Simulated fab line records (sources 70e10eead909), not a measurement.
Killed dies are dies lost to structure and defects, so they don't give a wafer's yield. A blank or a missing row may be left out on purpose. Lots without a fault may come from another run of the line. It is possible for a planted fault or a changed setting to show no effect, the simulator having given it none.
The tool behind it: which one? + flow nand_harc + 14 lots with 42 wafers sampled at 5 steps, on a route of 1159 steps

## WHAT THE GAUGES SHOWED, per wafer
NHARC_P_M2_INSPECT_27.
| lot  | measured     | on                | raw_defect_count |
|------|--------------|-------------------|------------------|
| L210 | day 6 22:19  | defect_inspect-01 | 216 258 275      |
| L211 | day 6 23:08  | defect_inspect-01 | 296 242 293      |
| L213 | day 7 06:39  | defect_inspect-01 | 286 454 389      |
| L212 | day 7 13:01  | defect_inspect-02 | 369 379 350      |
| L216 | day 7 22:42  | defect_inspect-02 | 481 481 233      |
| L217 | day 8 11:02  | defect_inspect-01 | 347 308 246      |
| L222 | day 9 15:13  | defect_inspect-01 | 219 167 246      |
| L226 | day 10 10:40 | defect_inspect-02 | 440 313 352      |
| L225 | day 10 12:35 | defect_inspect-02 | 208 162 182      |
| L227 | day 10 21:16 | defect_inspect-02 | 400 559 201      |
| L228 | day 11 02:49 | defect_inspect-02 | 327 224 399      |
| L230 | day 11 10:35 | defect_inspect-02 | 278 198 317      |
| L231 | day 11 18:27 | defect_inspect-02 | 180 164 280      |
| L232 | day 11 23:51 | defect_inspect-02 | 491 189 210      |

NHARC_A_ONON_D1_THK_MEAS_05: measures by ellipsometry.
| lot  | measured     | on            | thk_nm (nm)    |
|------|--------------|---------------|----------------|
| L210 | day 8 03:34  | film_metro-01 | 979 979 981    |
| L211 | day 8 03:34  | film_metro-02 | 1001 1000 999  |
| L213 | day 8 11:03  | film_metro-01 | 1019 1016 1018 |
| L212 | day 8 18:35  | film_metro-02 | 1019 1020 1021 |
| L216 | day 9 02:37  | film_metro-02 | 1000 1002 1001 |
| L217 | day 9 14:32  | film_metro-01 | 993 995 991    |
| L222 | day 10 20:24 | film_metro-02 | 1006 1006 1006 |
| L226 | day 11 16:05 | film_metro-01 | 1015 1013 1013 |
| L225 | day 11 16:05 | film_metro-02 | 989 990 992    |
| L227 | day 12 03:57 | film_metro-01 | 1000 1001 999  |
| L228 | day 12 09:29 | film_metro-02 | 1004 1005 1005 |
| L230 | day 12 15:02 | film_metro-02 | 1001 1003 1003 |
| L231 | day 12 23:58 | film_metro-02 | 998 997 998    |
| L232 | day 13 06:01 | film_metro-02 | 1008 1007 1007 |

NHARC_END_SORT_01.
| lot  | measured     | on        | killed_at_array | killed_at_other | killed_at_periphery | killed_dies | killed_open | killed_short |
|------|--------------|-----------|-----------------|-----------------|---------------------|-------------|-------------|--------------|
| L212 | day 20 14:42 | prober-02 | 25 20 29        | 0 0 0           | 4 3 3               | 29 23 32    | 5 5 5       | 3 1 3        |
| L217 | day 21 09:10 | prober-01 | 29              | 1               | 1                   | 31          | 5           | 2            |
| L222 | day 22 01:51 | prober-02 | 29 39 38        | 1 1 0           | 3 2 4               | 33 42 42    | 2 1 2       | 0 4 0        |

## WHICH TOOL RAN EACH LOT (tool, then ch and the chambers of the sampled wafers, then the start)
| lot  | NHARC_P_BONDPAD_PVD_27                  | NHARC_A_ZERO_WELL_IMPLANT_15    |
|------|-----------------------------------------|---------------------------------|
| L210 | pvd_sputter-03, day 7 05:08 or earlier  | implanter-01 ch 0, day 7 05:08  |
| L211 | pvd_sputter-03, day 7 06:11 or earlier  | implanter-01 ch 0, day 7 06:11  |
| L213 | pvd_sputter-01, day 7 13:22 or earlier  | implanter-02 ch 0, day 7 13:22  |
| L212 | pvd_sputter-03, day 7 19:52 or earlier  | implanter-02 ch 0, day 7 19:52  |
| L216 | pvd_sputter-03, day 8 06:19 or earlier  | implanter-01 ch 0, day 8 06:19  |
| L217 | pvd_sputter-03, day 8 17:58 or earlier  | implanter-01 ch 0, day 8 17:58  |
| L222 | pvd_sputter-01, day 9 22:59 or earlier  | implanter-01 ch 0, day 9 22:59  |
| L226 | pvd_sputter-02, day 10 17:31 or earlier | implanter-02 ch 0, day 10 17:31 |
| L225 | pvd_sputter-02, day 10 19:13 or earlier | implanter-02 ch 0, day 10 19:13 |
| L227 | pvd_sputter-03, day 11 05:43 or earlier | implanter-01 ch 0, day 11 05:43 |
| L228 | pvd_sputter-01, day 11 09:46 or earlier | implanter-02 ch 0, day 11 09:46 |
| L230 | pvd_sputter-03, day 11 17:24 or earlier | implanter-02 ch 0, day 11 17:24 |
| L231 | pvd_sputter-01, day 12 01:59 or earlier | implanter-01 ch 0, day 12 01:59 |
| L232 | pvd_sputter-01, day 12 06:34 or earlier | implanter-02 ch 0, day 12 06:34 |
- NHARC_P_BONDPAD_PVD_27: deposits Cu, target thk 30 nm, time 20.49 s.
- NHARC_A_ZERO_WELL_IMPLANT_15

## AS READ BY THE TOOLS THEMSELVES (means over the sampled wafers that have a number; for cases with no such wafer, the mark the record gives instead)
NHARC_P_BONDPAD_PVD_27.
| lot  | tool           | throttle_valve_pct (%) |
|------|----------------|------------------------|
| L210 | pvd_sputter-03 | 30.5                   |
| L211 | pvd_sputter-03 | 30.3                   |
| L213 | pvd_sputter-01 | 30.6                   |
| L212 | pvd_sputter-03 | 29.8                   |
| L216 | pvd_sputter-03 | 29.0                   |
| L217 | pvd_sputter-03 | 29.8                   |
| L222 | pvd_sputter-01 | 29.6                   |
| L226 | pvd_sputter-02 | 29.9                   |
| L225 | pvd_sputter-02 | 30.1                   |
| L227 | pvd_sputter-03 | 29.8                   |
| L228 | pvd_sputter-01 | 29.8                   |
| L230 | pvd_sputter-03 | 30.3                   |
| L231 | pvd_sputter-01 | 29.7                   |
| L232 | pvd_sputter-01 | 29.6                   |

## THE ANSWER, worked out from the rows above alone
Rule: the usual values come from the lots themselves. Put in order of their means at a reading, lots are off if they are a third of the lots or fewer, leave a main group of 4 or more, and stand apart from it by a gap of 3 or more times the standard deviation of the main group's means; of several such gaps the widest counts. The tables above print the reading to a certain number of digits; a main group whose means all agree to those digits is not used. Also off: a lot with no number at a reading for which 4 or more lots have one. Where the step has rows for the other lots, those lots are counted as sound. After the gauges, taken in route order, come the tools' own readings; for these a lot's mean is taken, as printed above. The first step at which some lot is off is used, and at that step the reading that is off furthest; a lot without a number counts as furthest.
Across all readings shown, no lot is off: no conclusion can be drawn from this.

## WHAT THE SIMULATOR HAD INSERTED
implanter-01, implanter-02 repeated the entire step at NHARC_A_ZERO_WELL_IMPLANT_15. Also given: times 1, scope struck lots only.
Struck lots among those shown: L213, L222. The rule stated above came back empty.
